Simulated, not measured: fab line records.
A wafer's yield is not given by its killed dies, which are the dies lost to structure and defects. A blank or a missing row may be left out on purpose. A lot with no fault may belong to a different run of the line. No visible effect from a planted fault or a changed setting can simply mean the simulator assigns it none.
Chamber matching :: flow n5-finfet :: N5_MIM_TOP_ETCH_STRIP_01 on rie-diel-06: 4 sister chambers
The step strips in O2. 8 wafers are shown with their chamber, then 11 later ones without.

WAFERS WITH THEIR CHAMBER
wafer: L081.3
chamber: 1
drypump-motor-current-A (A): 5.7
showerhead-plenum-p-Torr (Torr): 2.17

wafer: L081.6
chamber: 0
drypump-motor-current-A (A): 5.8
showerhead-plenum-p-Torr (Torr): 2.19

wafer: L084.3
chamber: 0
drypump-motor-current-A (A): 5.7
showerhead-plenum-p-Torr (Torr): 2.18

wafer: L084.6
chamber: 1
drypump-motor-current-A (A): 5.7
showerhead-plenum-p-Torr (Torr): 2.17

wafer: L088.1
chamber: 2
drypump-motor-current-A (A): 6.7
showerhead-plenum-p-Torr (Torr): 2.01

wafer: L088.2
chamber: 3
drypump-motor-current-A (A): 5.2
showerhead-plenum-p-Torr (Torr): 2.25

wafer: L088.5
chamber: 3
drypump-motor-current-A (A): 5.1
showerhead-plenum-p-Torr (Torr): 2.25

wafer: L089.2
chamber: 2
drypump-motor-current-A (A): 6.8
showerhead-plenum-p-Torr (Torr): 2.01

WAFERS WITHOUT THEIR CHAMBER
wafer: L089.5
drypump-motor-current-A (A): 5.7
showerhead-plenum-p-Torr (Torr): 2.16

wafer: L089.6
drypump-motor-current-A (A): 6.8
showerhead-plenum-p-Torr (Torr): 2.01

wafer: L092.1
drypump-motor-current-A (A): 5.2
showerhead-plenum-p-Torr (Torr): 2.25

wafer: L092.2
drypump-motor-current-A (A): 6.7
showerhead-plenum-p-Torr (Torr): 2.01

wafer: L092.5
drypump-motor-current-A (A): 5.7
showerhead-plenum-p-Torr (Torr): 2.16

wafer: L094.2
drypump-motor-current-A (A): 5.2
showerhead-plenum-p-Torr (Torr): 2.25

wafer: L094.3
drypump-motor-current-A (A): 5.8
showerhead-plenum-p-Torr (Torr): 2.18

wafer: L094.4
drypump-motor-current-A (A): 5.7
showerhead-plenum-p-Torr (Torr): 2.16

wafer: L093.1
drypump-motor-current-A (A): 5.7
showerhead-plenum-p-Torr (Torr): 2.18

wafer: L093.4
drypump-motor-current-A (A): 5.7
showerhead-plenum-p-Torr (Torr): 2.16

wafer: L093.5
drypump-motor-current-A (A): 6.7
showerhead-plenum-p-Torr (Torr): 2.00

WHICH CHAMBER EACH WENT THROUGH
wafer: L089.5
from the rows above: 1
in truth: 1

wafer: L089.6
from the rows above: 2
in truth: 2

wafer: L092.1
from the rows above: 3
in truth: 3

wafer: L092.2
from the rows above: 2
in truth: 2

wafer: L092.5
from the rows above: 1
in truth: 1

wafer: L094.2
from the rows above: 3
in truth: 3

wafer: L094.3
from the rows above: can't be placed: 0 or 1
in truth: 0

wafer: L094.4
from the rows above: 1
in truth: 1

wafer: L093.1
from the rows above: can't be placed: 0 or 1
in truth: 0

wafer: L093.4
from the rows above: 1
in truth: 1

wafer: L093.5
from the rows above: 2
in truth: 2
Correctly placed: 9 of 11. Unplaceable from these rows: 2, with the true chamber sitting among the candidates in 2. Wrongly placed: 0.
How it was worked out, from the rows above alone: a wafer's distance from a chamber is the root of the sum, over the readings, of the square of ((its reading less the chamber's mean) divided by the reading's scatter). The wafer belongs to the nearest chamber; if the next one is less than 2 further off, it can't be placed. Each chamber's mean is taken over the wafers shown for it. The scatter: take each reading less its chamber's mean, square it, sum over the shown wafers, divide by the number of wafers less the number of chambers, and take the root.
